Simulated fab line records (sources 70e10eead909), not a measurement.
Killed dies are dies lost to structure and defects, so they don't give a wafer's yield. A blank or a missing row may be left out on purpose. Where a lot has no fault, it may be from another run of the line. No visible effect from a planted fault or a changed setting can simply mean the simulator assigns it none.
Chamber matching | flow nand_harc | NHARC_P_M2_STRIP_18 on rie_diel-01: 4 sister chambers
The step strips in N2/H2. 22 wafers are shown with their chamber, then 11 later ones without.

WAFERS WITH THEIR CHAMBER
wafer  | chamber | drypump_motor_current_A (A) | rf_vpp_V (V) | throttle_valve_pct (%)
L269.4 | 3       | 5.6                         | 91.7         | 14.169
L269.5 | 3       | 5.6                         | 89.8         | 14.166
L269.6 | 2       | 6.1                         | 90.1         | 14.166
L268.1 | 1       | 6.2                         | 91.5         | 14.177
L268.2 | 0       | 5.3                         | 90.5         | 14.174
L268.6 | 1       | 6.3                         | 89.3         | 14.168
L270.1 | 1       | 6.2                         | 89.4         | 14.183
L270.3 | 3       | 5.6                         | 91.1         | 14.186
L270.5 | 1       | 6.2                         | 90.6         | 14.165
L272.4 | 3       | 5.6                         | 92.0         | 14.177
L272.5 | 0       | 5.3                         | 91.9         | 14.168
L272.6 | 1       | 6.2                         | 90.4         | 14.169
L283.1 | 1       | 6.3                         | 89.2         | 14.164
L283.5 | 2       | 6.1                         | 89.2         | 14.156
L283.6 | 3       | 5.6                         | 91.1         | 14.177
L285.1 | 2       | 6.1                         | 90.3         | 14.168
L285.3 | 3       | 5.6                         | 91.3         | 14.174
L285.5 | 0       | 5.3                         | 89.7         | 14.162
L286.2 | 3       | 5.5                         | 91.9         | 14.164
L286.3 | 0       | 5.3                         | 90.1         | 14.171
L286.6 | 3       | 5.6                         | 90.5         | 14.175
L287.2 | 0       | 5.3                         | 91.2         | 14.163

SIGNATURES, as means of the wafers listed above
reading                 | chamber 0 | chamber 1 | chamber 2 | chamber 3 | scatter within a chamber
drypump_motor_current_A | 5.300     | 6.233     | 6.100     | 5.587     | 0.035
rf_vpp_V                | 90.680    | 90.067    | 89.867    | 91.175    | 0.812
throttle_valve_pct      | 14.16760  | 14.17100  | 14.16333  | 14.17350  | 0.00673
Rule: a wafer's distance from a chamber is the root of the sum, over the readings, of the square of ((its reading less the chamber's mean) divided by the reading's scatter). If the next closest chamber is less than 2 further off than the closest, the wafer can't be placed; otherwise it belongs to the closest. How the scatter is found: for the shown wafers, subtract from each reading the mean of its chamber, square and add these, divide the total by (wafers less chambers), then take the root.

WAFERS WITHOUT THEIR CHAMBER
wafer  | drypump_motor_current_A (A) | rf_vpp_V (V) | throttle_valve_pct (%)
L287.4 | 5.3                         | 89.3         | 14.194
L287.5 | 5.5                         | 91.4         | 14.167
L288.1 | 6.3                         | 89.8         | 14.157
L288.4 | 6.1                         | 91.7         | 14.158
L288.5 | 6.3                         | 90.8         | 14.165
L290.1 | 5.3                         | 89.6         | 14.157
L290.2 | 6.3                         | 91.0         | 14.174
L290.3 | 6.1                         | 90.5         | 14.159
L289.2 | 6.3                         | 90.1         | 14.165
L289.4 | 6.1                         | 91.1         | 14.161
L289.5 | 6.1                         | 90.6         | 14.179

EACH ONE'S CHAMBER
wafer  | from the rows above     | in truth
L287.4 | 0                       | 0
L287.5 | 3                       | 3
L288.1 | 1                       | 1
L288.4 | 2                       | 2
L288.5 | 1                       | 1
L290.1 | 0                       | 0
L290.2 | 1                       | 1
L290.3 | 2                       | 2
L289.2 | 1                       | 1
L289.4 | 2                       | 2
L289.5 | can't be placed: 2 or 1 | 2
Correct placement for 10 of the 11. Can't be placed from these rows: 1 (the true chamber is among the candidates in 1). Placed wrongly: 0.
